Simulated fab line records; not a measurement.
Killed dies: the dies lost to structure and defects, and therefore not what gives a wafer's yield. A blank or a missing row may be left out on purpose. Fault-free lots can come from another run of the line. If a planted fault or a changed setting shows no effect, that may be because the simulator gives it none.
fab line records    flow nandHarc
record lots=14  wafers=42  lastDay=23
route steps=1159 shown P_STI@72 P_GATE@132
lots untouched by any fault: they come from a run of this same line in which no faults occurred
startH: hours from the record's opening day to when the first of the lot's shown wafers began    waitH: hours since the lot's step before    " unchanged from the row above    L1.1+2: a row that stands for several wafers    - no value present, or no start provided    * or withheld: withheld    < > ~ a bound
route shown NAME@n: names a module that has steps shown in the file, with the first one's number in the route    usual: mean/standard deviation of fault-free wafers    same: alike in all rows    chamber/n: place in a boat    sites: readings site by site    _std_site: how widely they spread, as a standard deviation    _edge_site: outer sites' mean less inner sites'    radiusMm: for every site, how far away it sits from the centre of the wafer    mask NAME#n: copy n    behind: tool/chamber where the wafer was last shaped    hold: why the lot went on hold/how many hours it stayed there/how the hold came to an end    device: the transistor (n, p or np) that didn't switch    end of line: the tests these same wafers got at the end of their route    a step without rows: its recipe alone    killed: count of dies lost to structure and defects at first sort (not the wafer's yield)    map: the dies of a wafer, with x for killed, . for not killed, _ for no die there
set.NAME: the setting the step ran with; set.NAME@STEP: the setting that earlier step ran with    model.NAME: the simulator's own value behind a step, which no gauge read
a sample of lots followed through the steps of the route, with each step as a table and each wafer as a row
services: a tool's chamber out of use, with start hour (startH, from the record's first day; less than 0 if before it), hours out, and reason
## steps
# step NHARC_P_STI_OXIDE_29
# recipe targetThkA=100  tempC=900  oxTimeS=1362  material=SiO2
# usual spikeTcBottomC=915.9/2.9  tubeCenterTempC=899.99/0.091  zonePowerBottomPct=29/3.2
lot.wafer  tool        chamber  startH  waitH  spikeTcBottomC  tubeCenterTempC  zonePowerBottomPct
L906.1     furnace-05  0        20.13   -      914.9           899.98           31
L906.4     "           0        "       "      915.1           899.96           31
L906.5     "           0        "       "      915.6           899.82           31
L908.1     furnace-04  0        32.30   -      914.2           899.93           31
L908.2     "           0        "       "      913.2           899.97           31
L908.6     "           0        "       "      912.1           900.00           31
L909.1     furnace-05  0        41.36   -      914.3           900.12           31
L909.4     "           0        "       "      916.4           900.00           31
L909.5     "           0        "       "      914.9           899.92           31
L911.1     furnace-05  0        53.71   -      915.5           899.88           31
L911.2     "           0        "       "      915.7           899.83           31
L911.5     "           0        "       "      915.3           899.98           31
L912.2     furnace-04  0        59.29   -      913.9           900.07           31
L912.3     "           0        "       "      912.3           899.96           31
L912.4     "           0        "       "      912.6           899.80           32
L913.2     furnace-08  0        67.15   -      920.4           899.97           24
L913.4     "           0        "       "      920.5           899.94           24
L913.5     "           0        "       "      921.6           899.99           24
L914.2     furnace-04  0        71.83   -      914.6           900.07           31
L914.5     "           0        "       "      914.6           899.91           31
L914.6     "           0        "       "      914.4           899.84           31
L916.1     furnace-04  0        79.88   -      914.7           900.00           31
L916.2     "           0        "       "      914.4           899.98           31
L916.4     "           0        "       "      913.7           899.85           31
L917.1     furnace-08  0        93.06   -      921.0           899.92           24
L917.2     "           0        "       "      920.3           900.00           24
L917.3     "           0        "       "      921.8           899.90           23
L918.1     furnace-08  0        93.06   -      921.4           899.96           24
L918.3     "           0        "       "      921.4           899.94           24
L918.6     "           0        "       "      919.3           899.93           24
L918.1     furnace-05  0        97.80   1.1    915.2           900.02           31
L918.3     "           0        "       "      916.5           899.99           31
L918.6     "           0        "       "      915.7           900.01           31
L919.1     furnace-04  0        102.62  -      912.6           900.19           31
L919.4     "           0        "       "      913.5           899.91           31
L919.6     "           0        "       "      914.1           899.97           31
L919.1     furnace-04  0        109.24  2.9    913.0           900.10           31
L919.4     "           0        "       "      914.7           899.81           31
L919.6     "           0        "       "      913.4           899.93           31
L920.1     furnace-08  0        108.71  -      921.0           900.20           24
L920.2     "           0        "       "      919.6           899.95           24
L920.4     "           0        "       "      920.7           899.79           24
L920.1     furnace-08  0        112.78  0.4    920.8           899.83           24
L920.2     "           0        "       "      920.9           900.20           24
L920.4     "           0        "       "      920.6           899.99           24
L922.1     furnace-04  0        122.32  -      914.0           900.03           31
L922.3     "           0        "       "      914.7           900.00           31
L922.4     "           0        "       "      912.6           899.96           31
L923.2     furnace-04  0        122.32  -      915.4           900.02           31
L923.4     "           0        "       "      913.0           899.86           31
L923.5     "           0        "       "      914.2           899.99           32
# step NHARC_P_STI_ETCH_15
# recipe targetDepthA=3000  taperDeg=4  timeS=100.1  hbrFlowSccm=150  cl2FlowSccm=50  rfW=400  icpW=400  biasW=100  chemistry=HBr/Cl2
# usual drypumpMotorCurrentA=5.6/0.42  oesProductAu=0.999/0.013  throttleValvePct=26.405/0.01
lot.wafer  tool      chamber  startH  waitH  drypumpMotorCurrentA  oesProductAu  rfHoursCounterH  throttleValvePct
L906.1     rieSi-05  1        32.17   -      5.1                   0.991         1.0              26.395
L906.4     "         3        "       "      5.9                   0.974         0.9              26.389
L906.5     "         1        "       "      5.1                   0.996         -                26.419
L908.2     rieSi-06  2        44.33   -      5.9                   1.011         0.1              26.409
L908.1     "         1        "       "      6.4                   0.993         0.1              26.411
L908.6     "         3        "       "      5.5                   1.007         -                26.395
L909.4     rieSi-06  1        54.96   -      6.4                   1.000         0.2              26.389
L909.1     "         3        "       "      5.6                   1.002         0.3              26.411
L909.5     "         1        "       "      6.4                   0.991         -                26.413
L911.1     rieSi-06  0        65.59   -      5.7                   0.974         0.4              26.397
L911.2     "         3        "       "      5.5                   0.995         0.4              26.414
L911.5     "         0        "       "      5.7                   0.985         -                26.403
L912.3     rieSi-05  3        71.17   -      6.0                   1.001         0.0              26.418
L912.4     "         0        "       "      5.6                   1.002         0.0              26.393
L912.2     "         1        "       "      5.1                   1.022         0.0              26.404
L913.4     rieSi-05  0        79.11   -      5.7                   1.004         0.1              26.407
L913.2     "         3        "       "      5.9                   0.998         0.1              26.402
L913.5     "         0        "       "      5.7                   1.014         -                26.407
L914.2     rieSi-06  1        83.64   -      6.4                   0.997         0.5              26.409
L914.6     "         2        "       "      5.9                   1.017         -                26.410
L914.5     "         3        "       "      5.5                   0.997         -                26.413
L916.1     rieSi-05  0        91.97   -      5.7                   1.017         0.2              26.414
L916.2     "         2        "       "      5.2                   0.981         0.2              26.399
L916.4     "         3        "       "      5.9                   0.990         0.2              26.400
L917.2     rieSi-01  3        105.41  -      5.1                   1.014         1.0              26.399
L917.3     "         0        "       "      5.1                   1.002         0.9              26.409
L917.1     "         2        "       "      5.2                   1.016         1.1              26.417
L918.3     rieSi-06  0        108.87  -      5.7                   0.982         0.7              26.408
L918.1     "         3        "       "      5.5                   0.994         0.7              26.419
L918.6     "         1        "       "      6.4                   0.991         -                26.389
L919.1     rieSi-06  0        118.16  -      5.7                   0.985         0.8              26.399
L919.4     "         1        "       "      6.4                   0.996         0.7              26.391
L919.6     "         0        "       "      5.7                   0.984         -                26.399
L920.1     rieSi-01  3        121.67  -      5.1                   1.017         1.2              26.414
L920.2     "         0        "       "      5.1                   0.996         1.1              26.413
L920.4     "         1        "       "      5.5                   0.991         1.1              26.384
L923.2     rieSi-06  2        134.25  -      5.9                   1.010         0.8              26.408
L923.4     "         1        "       "      6.4                   0.994         0.9              26.409
L923.5     "         2        "       "      5.9                   1.012         -                26.397
L922.4     rieSi-05  2        134.41  -      5.2                   0.974         0.4              26.404
L922.1     "         0        "       "      5.7                   1.003         0.4              26.409
L922.3     "         1        "       "      5.1                   1.003         0.4              26.417
# step NHARC_P_STI_CD_MEAS_16
# usual cdNm=200/3.2
lot.wafer  tool      chamber  startH  waitH  cdNm
L906.1     cdSem-02  -        32.33   -      196
L906.4     "         -        "       "      194
L906.5     "         -        "       "      201
L908.1     cdSem-01  -        44.50   -      197
L908.2     "         -        "       "      198
L908.6     "         -        "       "      202
L909.1     cdSem-01  -        55.12   -      204
L909.4     "         -        "       "      198
L909.5     "         -        "       "      196
L911.1     cdSem-02  -        65.75   -      203
L911.2     "         -        "       "      206
L911.5     "         -        "       "      209
L912.2     cdSem-03  -        71.33   -      205
L912.3     "         -        "       "      199
L912.4     "         -        "       "      203
L913.2     cdSem-03  -        79.27   -      196
L913.4     "         -        "       "      195
L913.5     "         -        "       "      202
L914.2     cdSem-03  -        83.76   -      198
L914.5     "         -        "       "      199
L914.6     "         -        "       "      204
L916.1     cdSem-01  -        92.13   -      200
L916.2     "         -        "       "      200
L916.4     "         -        "       "      203
L917.1     cdSem-01  -        105.57  -      201
L917.2     "         -        "       "      203
L917.3     "         -        "       "      200
L918.1     cdSem-03  -        109.03  -      205
L918.3     "         -        "       "      204
L918.6     "         -        "       "      208
L919.1     cdSem-02  -        118.30  -      200
L919.4     "         -        "       "      198
L919.6     "         -        "       "      200
L920.1     cdSem-02  -        121.82  -      200
L920.2     "         -        "       "      203
L920.4     "         -        "       "      201
L923.2     cdSem-02  -        134.42  -      199
L923.4     "         -        "       "      196
L923.5     "         -        "       "      196
L922.1     cdSem-02  -        134.57  -      201
L922.3     "         -        "       "      202
L922.4     "         -        "       "      200
# step NHARC_P_GATE_DEP_103
# recipe targetThkA=300  targetThkNm=30  tempC=400  flowSccm=200  rfW=350  material=SiON
# usual heaterPowerW=766/80
lot.wafer  tool      chamber  startH  waitH  heaterPowerW
L906.1     pecvd-03  1        88.75   0.6    742
L906.5     "         1        "       "      767
L906.4     "         2        "       "      702
L908.1     pecvd-01  1        93.76   0.6    686
L908.2     "         0        "       "      775
L908.6     "         2        "       "      811
L909.1     pecvd-01  2        106.71  0.6    923
L909.4     "         1        "       "      591
L909.5     "         2        "       "      933
L911.1     pecvd-04  2        113.94  0.6    682
L911.2     "         0        "       "      801
L911.5     "         2        "       "      681
L912.3     pecvd-04  1        127.62  0.5    878
L912.2     "         2        "       "      723
L912.4     "         1        "       "      876
L913.2     pecvd-01  2        134.40  0.5    812
L913.5     "         0        "       "      671
L913.4     "         2        "       "      819
L914.2     pecvd-01  0        134.94  0.4    766
L914.6     "         0        "       "      766
L914.5     "         1        "       "      610
L916.1     pecvd-01  2        149.37  0.6    912
L916.2     "         1        "       "      642
L916.4     "         2        "       "      897
L917.2     pecvd-04  0        163.69  0.5    765
L917.3     "         1        "       "      758
L917.1     "         2        "       "      674
L919.1     pecvd-03  2        163.76  0.6    680
L919.6     "         0        "       "      771
L919.4     "         1        "       "      787
L918.3     pecvd-04  2        164.37  0.4    732
L918.1     "         0        "       "      736
L918.6     "         0        "       "      740
L920.1     pecvd-04  1        171.08  0.9    918
L920.2     "         2        "       "      784
L920.4     "         1        "       "      896
L922.3     pecvd-01  1        188.80  0.3    621
L922.1     "         0        "       "      767
L922.4     "         1        "       "      630
L923.2     pecvd-03  2        188.88  0.5    686
L923.4     "         0        "       "      838
L923.5     "         1        "       "      677
## services
tool        chamber  startH  hours  kind
pecvd-04    -        -0.28   2.8    repair
rieSi-06    -        6.00    9.0    pm
rieSi-06    0        6.00    9.0    ventCycle
rieSi-06    1        6.00    9.0    ventCycle
rieSi-06    2        6.00    9.0    ventCycle
rieSi-06    3        6.00    9.0    ventCycle
pecvd-04    -        14.32   13.0   pm
rieSi-06    0        15.00   -      clean
rieSi-06    1        15.00   -      clean
rieSi-06    2        15.00   -      clean
furnace-08  -        21.23   26.0   pm
pecvd-01    -        56.00   13.0   pm
pecvd-04    -        61.77   1.3    repair
rieSi-05    -        62.00   9.0    pm
pecvd-04    -        64.67   0.9    repair
pecvd-04    2        75.23   25.6   repair
pecvd-04    -        88.69   1.5    repair
pecvd-03    -        111.34  13.0   pm
rieSi-01    -        127.00  9.0    pm
rieSi-01    0        158.09  4.8    repair
pecvd-03    0        164.67  20.3   repair
rieSi-01    3        169.76  7.9    repair
rieSi-01    3        182.34  1.9    repair
rieSi-06    -        183.00  9.0    pm
## key
firstSign step=NHARC_P_STI_OXIDE_29  reading=visit  direction=added
effect none on later readings
metAt NHARC_P_STI_OXIDE_29
struckLots L918,L919,L920
testerLeftOut L918,L919,L920
notActingAt NHARC_P_STI_ETCH_15,NHARC_P_STI_CD_MEAS_16,NHARC_P_GATE_DEP_103
fault kind=repeatedStepWhole  tool=furnace-04,furnace-05,furnace-08  chamber=-  onsetH=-  steps=NHARC_P_STI_OXIDE_29  times=1  scope=struckLotsOnly
# testerLeftOut: of these lots the tester's yield and bins aren't shown, on N5 and GAA mostly nor the transistor test; their killed dies are dies lost to structure and defects alone, not to doping, threshold or leakage, so they don't give the yield
